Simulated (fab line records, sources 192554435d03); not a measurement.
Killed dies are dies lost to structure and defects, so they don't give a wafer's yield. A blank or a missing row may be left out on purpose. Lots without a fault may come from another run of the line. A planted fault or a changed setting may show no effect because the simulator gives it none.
Split-lot experiment | flow n5_finfet | 7 lots, 21 wafers read, on a route of 1938 steps

THE SPLIT
At N5_BEOL_M0_SAQP_SPACER1_ALD_98 (deposits SiO2, target thk 12.8 nm, pulse time 1 s, purge time 2 s), the setting ald_cycles was moved away from the recipe's 138 on 9 of the 21 wafers read, by -15.9% to +14.5%. The other wafers ran this setting at the recipe's value.

FROM THE SPLIT TO THE READING: what the file shows between them, 2 steps
- N5_BEOL_M0_SAQP_SPACER1_ETCHBACK_99: etches SiO2 in CHF3/O2, target depth 15.4 nm, time 7.7 s
- N5_BEOL_M0_SAQP_MANDREL1_REMOVE_100: chemistry HBr/Cl2/O2, target a-Si, stops on SiNx, bt time 10 s

THE READING
cd_nm, in nm, at N5_BEOL_M0_SAQP_CD_MEAS_25 (target cd 13.1 nm). Fault-free wafers of this fab line usually give 12.78 nm, standard deviation 0.23 nm.

wafer  | tool, chamber at the split | ald_cycles as run | against the recipe | cd_nm, nm | against lot-mates on the recipe
L078.1 | ald_sin-01, 1,0            | 150               | +8.7%              | 14.19     | +1.21
L078.3 | ald_sin-01, 1,0            | 150               | +8.7%              | 13.88     | +0.90
L078.4 | ald_sin-01, 3              | 138               | recipe             | 12.98     | -
L081.3 | ald_sin-04, 1              | 138               | recipe             | 13.01     | -
L081.4 | ald_sin-04, 3,2            | 138               | recipe             | 12.75     | -
L081.6 | ald_sin-04, 3,2            | 138               | recipe             | 13.00     | -
L083.2 | ald_sin-03, 2,1            | 138               | recipe             | 12.79     | -
L083.3 | ald_sin-03, 2,1            | 138               | recipe             | 12.77     | -
L083.4 | ald_sin-03, 3              | 124               | -10.1%             | 11.67     | -1.11
L084.1 | ald_sin-04, 0,1,0          | 152               | +10.1%             | 14.38     | no lot-mate on the recipe
L084.4 | ald_sin-04, 0,1,0          | 152               | +10.1%             | 13.83     | no lot-mate on the recipe
L084.5 | ald_sin-04, 0,1,0          | 152               | +10.1%             | 14.16     | no lot-mate on the recipe
L085.2 | ald_sin-03, 2              | 116               | -15.9%             | 11.28     | -1.83
L085.4 | ald_sin-03, 0,2            | 138               | recipe             | 13.35     | -
L085.5 | ald_sin-03, 0,2            | 138               | recipe             | 12.87     | -
L095.1 | ald_sin-01, 1              | 138               | recipe             | 12.86     | -
L095.4 | ald_sin-01, 2              | 129               | -6.5%              | 12.22     | -0.46
L095.6 | ald_sin-01, 1              | 138               | recipe             | 12.49     | -
L097.1 | ald_sin-03, 2              | 158               | +14.5%             | 14.59     | +1.63
L097.2 | ald_sin-03, 1,0            | 138               | recipe             | 12.96     | -
L097.4 | ald_sin-03, 1,0            | 138               | recipe             | 12.95     | -
Where a row lists several chambers, the file gives one row for several wafers and doesn't say which wafer went through which chamber.

THE FIT
A straight line over all 21 wafers: cd_nm changes by +0.115 nm for each +1% of ald_cycles; r = +0.97; the points scatter about the line by 0.2 nm.
The same after taking each lot's own level away (the mean of its wafers on the recipe; 18 wafers): +0.112 nm for each +1%; r = +0.98; scatter 0.15 nm.
On that fit, the largest move of ald_cycles shifts the reading by 1.8 nm.
The lots' own levels span 12.675 to 13.110 nm, that is 1.9 times the standard deviation above.
So the lot-to-lot level changes the slope little: the two slopes agree.
Check: with one of the wafers moved furthest among these (-15.9%) left out of the fit, the line predicts -1.73 nm for it against its lot-mates. It came out at -1.83 nm against them.

OTHER SPLITS ON THESE WAFERS
These wafers also went through other splits before the reading. Each is held against what the fit with the lots' levels taken away leaves over:
other split on the same wafers        | wafers away from the commonest value | r with cd_nm (lot level and that fit taken away)
N5_SDB_ETCH_17 bias_w                 | 7                                    | -0.12
N5_HKMG_FIN_ETCH_55 time_s            | 11                                   | -0.09
N5_GATE_CUT_ETCH_58 bias_w            | 6                                    | +0.06
N5_MOL_CONTACT_COAG_ALD_27 ald_cycles | 7                                    | +0.13
N5_MOL_CONTACT_COAG_ETCH_91 time_s    | 9                                    | -0.10
N5_BEOL_M0_SAQP_DESCUM_19 time_s      | 7                                    | +0.05

THE WHOLE CHAIN: every reading that the file lists as answering this split, in the file's order
step                                | what it does                                                      | reading                                                                                     | change (the file's fit)               | r (the file's)
N5_BEOL_M0_SAQP_SPACER1_ALD_98      | deposits SiO2, target thk 12.8 nm, pulse time 1 s, purge time 2 s | SiO2_of_BEOL_M0_SAQP_SPACER1_ALD_98.thk_nm (the simulator's own value, which no gauge read) | +0.125 nm for each +1% of the setting | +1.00
N5_BEOL_M0_SAQP_MANDREL1_REMOVE_100 | chemistry HBr/Cl2/O2, target a-Si, stops on SiNx, bt time 10 s    | BEOL_M0_SAQP.cd_nm (the simulator's own value, which no gauge read)                         | +0.119 nm for each +1% of the setting | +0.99
N5_BEOL_M0_SAQP_CD_MEAS_25          | target cd 13.1 nm                                                 | cd_nm                                                                                       | +0.111 nm for each +1% of the setting | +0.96

THE FILE'S OWN FIT
cd_nm changes by +0.111 nm for each +1% of ald_cycles, r = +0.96.
